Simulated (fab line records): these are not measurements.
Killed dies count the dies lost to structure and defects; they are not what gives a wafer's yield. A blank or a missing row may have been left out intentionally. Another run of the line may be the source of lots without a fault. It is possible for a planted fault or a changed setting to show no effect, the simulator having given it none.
2 desks looking at one fault + flow n5_finfet + each desk holds nothing but its own numbers, with what lay behind them at the end

== THE DEFECT DESK ==
For each lot, the counts of the inspections along the route, averaged over the sampled wafers that have a number. If a lot's mean is further than 4 standard deviations from the usual mean, the lot is out of limits and carries the mark OUT (the distance appears in the brackets).
Columns: A = raw_defect_count at N5_BEOL_M13_INSPECT_12, usual 2.1
| lot  | first seen here | A   |
|------|-----------------|-----|
| L172 | day 11 00:47    | 3.3 |
| L173 | day 11 10:36    | 2.3 |
| L175 | day 11 13:00    | 1.0 |
| L174 | day 11 19:23    | 1.7 |
| L179 | day 12 21:46    | 3.0 |
| L181 | day 13 03:04    | 3.0 |
| L183 | day 13 15:46    | 2.7 |
| L187 | day 14 23:22    | 1.7 |
| L191 | day 15 11:10    | 3.3 |
| L194 | day 16 17:26    | 1.7 |
| L195 | day 16 22:14    | 2.3 |
Finding of this desk: none of the 11 lots has anything out of limits.

== DESK OF THE TOOL OWNER: rie_diel-01 ==
The tool's own readings at N5_BEOL_M13_VIA_ETCH_16 (etches SiOC in C4F8/O2/Ar, target depth 921.7 nm): means of the sampled wafers that have a number, for each lot that ran on this tool. If a lot's mean is further than 4 standard deviations from the usual mean, the lot is out of limits and carries the mark OUT (the distance appears in the brackets).
Columns: A = bias_w at N5_BEOL_M13_VIA_ETCH_16, usual 699.9 W; B = drypump_motor_current_A at N5_BEOL_M13_VIA_ETCH_16, usual 5.7 A; C = mfc_ar_sccm at N5_BEOL_M13_VIA_ETCH_16, usual 399.8 sccm; D = oes_product_au at N5_BEOL_M13_VIA_ETCH_16, usual 0.73 a.u.; E = rf_vpp_V at N5_BEOL_M13_VIA_ETCH_16, usual 666.8 V; F = showerhead_plenum_p_Torr at N5_BEOL_M13_VIA_ETCH_16, usual 3.46 Torr; G = throttle_valve_pct at N5_BEOL_M13_VIA_ETCH_16, usual 24.14 %
| lot  | first seen here | A     | B   | C     | D    | E     | F    | G     |
|------|-----------------|-------|-----|-------|------|-------|------|-------|
| L173 | day 11 10:44    | 699.4 | 5.4 | 399.4 | 0.73 | 665.1 | 3.40 | 24.05 |
| L174 | day 11 19:31    | 700.2 | 5.1 | 400.5 | 0.75 | 664.1 | 3.36 | 23.97 |
| L179 | day 12 21:53    | 700.0 | 5.4 | 400.2 | 0.83 | 664.7 | 3.37 | 24.09 |
| L181 | day 13 03:12    | 701.2 | 5.4 | 398.8 | 0.78 | 665.1 | 3.39 | 24.08 |
| L195 | day 16 22:25    | 700.6 | 5.7 | 401.9 | 0.71 | 668.3 | 3.54 | 24.35 |
Finding of this desk: none of the 5 lots has anything out of limits.

== BROUGHT TOGETHER ==
The defect desk saw nothing out of limits.
The desk of the tool owner found nothing out of limits.

== WHAT WAS PUT IN BY THE SIMULATOR ==
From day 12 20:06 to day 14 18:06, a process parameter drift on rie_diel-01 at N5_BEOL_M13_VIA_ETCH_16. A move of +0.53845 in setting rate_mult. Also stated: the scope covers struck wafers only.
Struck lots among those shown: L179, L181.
